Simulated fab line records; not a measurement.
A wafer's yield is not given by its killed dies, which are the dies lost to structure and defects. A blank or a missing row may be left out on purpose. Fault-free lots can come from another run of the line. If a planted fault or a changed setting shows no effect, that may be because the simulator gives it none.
Which tool was responsible? ; flow n5-finfet ; 27 wafers from 9 lots sampled at 5 of the route's 1938 steps

== WHAT THE GAUGES SHOWED, per wafer ==
N5_BEOL_M4_RC_MEAS_101. Usual: DIBL_N 36.4 mV/V, standard deviation 1.7; DIBL_P 36.4 mV/V, standard deviation 2.1; IOFF_N 0.16 nA/um, standard deviation 0.035; IOFF_P 0.21 nA/um, standard deviation 0.035; ION_N 680 uA/um, standard deviation 11; ION_P 465 uA/um, standard deviation 6.8; SS_N 71.5 mV/dec, standard deviation 0.58; SS_P 73.2 mV/dec, standard deviation 0.72; VT_N 249 mV, standard deviation 3.6; VT_P -250 mV, standard deviation 3.1.
lot;measured;on;DIBL_N (mV/V);DIBL_P (mV/V);IOFF_N (nA/um);IOFF_P (nA/um);ION_N (uA/um);ION_P (uA/um);SS_N (mV/dec);SS_P (mV/dec);VT_N (mV);VT_P (mV);flag
L626;day 8 08:55;prober-02;34.6 34.0 37.1;34.5 33.7 37.9;0.14 0.13 0.18;0.19 0.17 0.23;669 667 689;462 460 467;71.7 71.6 71.5;72.8 72.1 73.1;252 253 246;-248 -253 -247;
L627;day 8 13:37;prober-01;36.0 35.2 37.9;37.7 36.5 39.5;0.17 0.16 0.22;0.24 0.22 0.28;685 686 693;469 471 476;71.2 71.3 72.1;73.6 73.5 74.4;248 249 247;-250 -250 -246;
L628;day 8 23:29;prober-01;35.5 36.5 34.6;36.7 37.4 35.5;0.17 0.20 0.16;0.22 0.23 0.19;701 691 686;472 463 464;71.6 71.4 71.5;73.9 73.5 73.5;246 246 250;-246 -246 -251;
L630;day 9 17:30;prober-02;37.9 35.0 37.2;39.1 34.9 37.8;0.19 0.13 0.16;0.23 0.17 0.21;686 666 669;461 458 459;72.5 70.4 71.7;74.7 73.3 73.2;247 255 251;-251 -254 -252;
L629;day 9 21:58;prober-02;35.7 34.6 36.0;37.8 35.9 37.8;0.17 0.14 0.18;0.19 0.17 0.20;678 662 680;457 451 459;71.7 71.5 71.9;73.8 73.2 74.4;250 252 247;-254 -256 -251;
L640;day 11 20:44;prober-02;34.3 32.1 35.0;33.7 33.2 36.9;0.13 0.11 0.15;0.17 0.17 0.20;657 669 663;460 466 458;71.6 70.7 71.1;72.2 72.4 73.0;254 252 249;-251 -253 -249;
L642;day 12 09:25;prober-02;37.1 36.5 34.3;38.1 37.3 35.6;0.16 0.15 0.13;0.22 0.21 0.19;680 656 668;461 452 465;71.9 71.4 71.2;73.2 72.5 72.7;250 254 255;-251 -250 -248;
L643;day 12 14:55;prober-02;34.0 37.2 35.8;33.9 36.5 35.5;0.12 0.16 0.14;0.15 0.19 0.18;664 674 676;457 458 464;71.4 71.8 70.8;72.0 72.7 72.2;256 250 252;-253 -252 -255;
L645;day 13 14:23;prober-01;36.7 35.4 35.4;38.0 35.9 36.5;0.19 0.17 0.18;0.23 0.19 0.19;681 684 690;460 460 466;71.7 71.5 71.6;73.4 73.1 73.5;245 246 248;-249 -253 -254;

N5_PASSIVATION_INSPECT_64: inspects for defects (macro). Usual: raw-defect-count at 1.9, with a standard deviation of 1.5.
lot;measured;on;raw-defect-count;flag
L626;day 12 09:40;defect-inspect-01;1 1 0;
L627;day 12 15:20;defect-inspect-02;2 1 1;
L628;day 13 01:56;defect-inspect-02;2 4 3;
L630;day 14 03:11;defect-inspect-01;1 2 3;
L629;day 14 02:45;defect-inspect-01;0 4 2;
L640;day 16 01:28;defect-inspect-01;1 1;
L642;day 16 13:25;defect-inspect-01;0 6 1;
L643;day 16 18:40;defect-inspect-02;1 0 1;
L645;day 17 20:28;defect-inspect-01;2 1 4;

== EACH LOT AND THE TOOL THAT RAN IT (in order: tool; ch and the chambers of the sampled wafers; start) ==
lot;N5_PASSIVATION_PASS_ETCH_74;N5_PASSIVATION_ETCH_15;N5_PASSIVATION_SPUTTER_20
L626;rie-diel-06 ch 1,3, day 12 08:07;rie-diel-06 ch 1,3, day 12 08:26;pvd-sputter-01, day 12 09:02
L627;rie-diel-03 ch 2,3, day 12 13:45;rie-diel-03 ch 2,3, day 12 14:04;pvd-sputter-01, day 12 14:43
L628;rie-diel-06 ch 1,2,3, day 12 23:50;rie-diel-06 ch 1,2,3, day 13 00:10;pvd-sputter-03, day 13 01:19
L630;rie-diel-03 ch 0,3, day 14 00:59;rie-diel-03 ch 0,3, day 14 01:19;pvd-sputter-01, day 14 02:34
L629;rie-diel-06 ch 0,2,3, day 14 00:36;rie-diel-06 ch 0,2,3, day 14 00:55;pvd-sputter-01, day 14 02:07
L640;rie-diel-05 ch 1,2,3, day 16 00:03;rie-diel-05 ch 1,2,3, day 16 00:23;pvd-sputter-03, day 16 00:50
L642;rie-diel-03 ch 1,3, day 16 11:54;rie-diel-03 ch 1,3, day 16 12:14;pvd-sputter-01, day 16 12:40
L643;rie-diel-06 ch 0,2,3, day 16 16:59;rie-diel-06 ch 0,2,3, day 16 17:18;pvd-sputter-02, day 16 17:55
L645;rie-diel-03 ch 2,3, day 17 18:47;rie-diel-03 ch 2,3, day 17 19:06;pvd-sputter-02, day 17 19:51
- N5_PASSIVATION_PASS_ETCH_74: etches SiNx in CF4/O2, target depth 220 nm, time 110 s.
- N5_PASSIVATION_ETCH_15: etches SiCN in CF4/N2, target depth 75 nm, time 81.2 s.
- N5_PASSIVATION_SPUTTER_20: material TaN, target thk 50 nm.

== AS READ BY THE TOOLS THEMSELVES (means over the sampled wafers that have a number; for cases with no such wafer, the mark the record gives instead) ==
N5_PASSIVATION_PASS_ETCH_74. Usual: value, then standard deviation, for each; chamber-pressure-mTorr 40.00 mTorr / 0.037; drypump-motor-current-A 5.40 A / 0.27; oes_f_703_au 0.80 a.u. / 0.087; oes-product-au 0.80 a.u. / 0.091; rf-vpp-V 242 V / 4; showerhead-plenum-p-Torr 2.21 Torr / 0.051; throttle-valve-pct 15.95 % / 0.24.
lot;tool;chamber-pressure-mTorr (mTorr);drypump-motor-current-A (A);oes_f_703_au (a.u.);oes-product-au (a.u.);rf-vpp-V (V);showerhead-plenum-p-Torr (Torr);throttle-valve-pct (%);flag
L626;rie-diel-06;39.98;5.36;0.77;0.77;246;2.22;16.09;
L627;rie-diel-03;40.02;5.18;0.92;0.94;245;2.22;15.81;
L628;rie-diel-06;40.01;5.55;0.78;0.77;243;2.21;16.15;
L630;rie-diel-03;39.98;5.41;0.82;0.83;247;2.21;15.85;
L629;rie-diel-06;40.01;5.44;0.72;0.71;244;2.21;16.22;
L640;rie-diel-05;40.02;5.48;0.79;0.80;240;2.18;15.83;
L642;rie-diel-03;40.01;5.24;0.77;0.79;244;2.29;16.02;
L643;rie-diel-06;39.96;5.42;0.70;0.69;245;2.21;16.24;
L645;rie-diel-03;40.02;5.18;0.84;0.86;246;2.21;15.89;

N5_PASSIVATION_ETCH_15. Usual: chamber-pressure-mTorr 40.00 mTorr, standard deviation 0.037; drypump-motor-current-A 5.40 A, standard deviation 0.27; oes-product-au 0.80 a.u., standard deviation 0.091; rf-vpp-V 382.4 V, standard deviation 1.4; showerhead-plenum-p-Torr 2.21 Torr, standard deviation 0.052; throttle-valve-pct 15.41 %, standard deviation 0.25.
lot;tool;chamber-pressure-mTorr (mTorr);drypump-motor-current-A (A);oes-product-au (a.u.);rf-vpp-V (V);showerhead-plenum-p-Torr (Torr);throttle-valve-pct (%);flag
L626;rie-diel-06;39.99;5.37;0.76;383.2;2.22;15.54;
L627;rie-diel-03;40.01;5.17;0.93;382.7;2.23;15.27;
L628;rie-diel-06;39.95;5.56;0.78;382.5;2.21;15.59;
L630;rie-diel-03;39.98;5.41;0.83;382.9;2.22;15.32;
L629;rie-diel-06;40.00;5.45;0.71;381.7;2.22;15.68;
L640;rie-diel-05;39.99;5.48;0.77;382.4;2.19;15.28;
L642;rie-diel-03;40.04;5.25;0.79;384.6;2.30;15.47;
L643;rie-diel-06;40.03;5.44;0.69;382.2;2.22;15.72;
L645;rie-diel-03;40.00;5.18;0.86;382.4;2.21;15.34;

N5_PASSIVATION_SPUTTER_20. Usual: throttle-valve-pct at 29.5 %, with a standard deviation of 1.1.
lot;tool;throttle-valve-pct (%);flag
L626;pvd-sputter-01;28.9;
L627;pvd-sputter-01;29.2;
L628;pvd-sputter-03;29.4;
L630;pvd-sputter-01;28.8;
L629;pvd-sputter-01;29.6;
L640;pvd-sputter-03;28.5;
L642;pvd-sputter-01;29.1;
L643;pvd-sputter-02;29.5;
L645;pvd-sputter-02;29.7;

== THE ANSWER, worked out from the rows above alone ==
Rule: a lot counts as off when the mean over its wafers that have a number is more than 3 standard deviations away from the usual mean. A lot without any number at a reading at which 4 lots or more have one is off too. Where the step has rows for the other lots, those lots are counted as sound. After the gauges, taken in route order, come the tools' own readings; for these a lot's mean is taken, as printed above. The first step at which some lot is off is used, and at that step the reading that is off furthest; a lot without a number counts as furthest.
Across all readings shown, no lot is off: no conclusion can be drawn from this.

== WHAT THE SIMULATOR PUT IN ==
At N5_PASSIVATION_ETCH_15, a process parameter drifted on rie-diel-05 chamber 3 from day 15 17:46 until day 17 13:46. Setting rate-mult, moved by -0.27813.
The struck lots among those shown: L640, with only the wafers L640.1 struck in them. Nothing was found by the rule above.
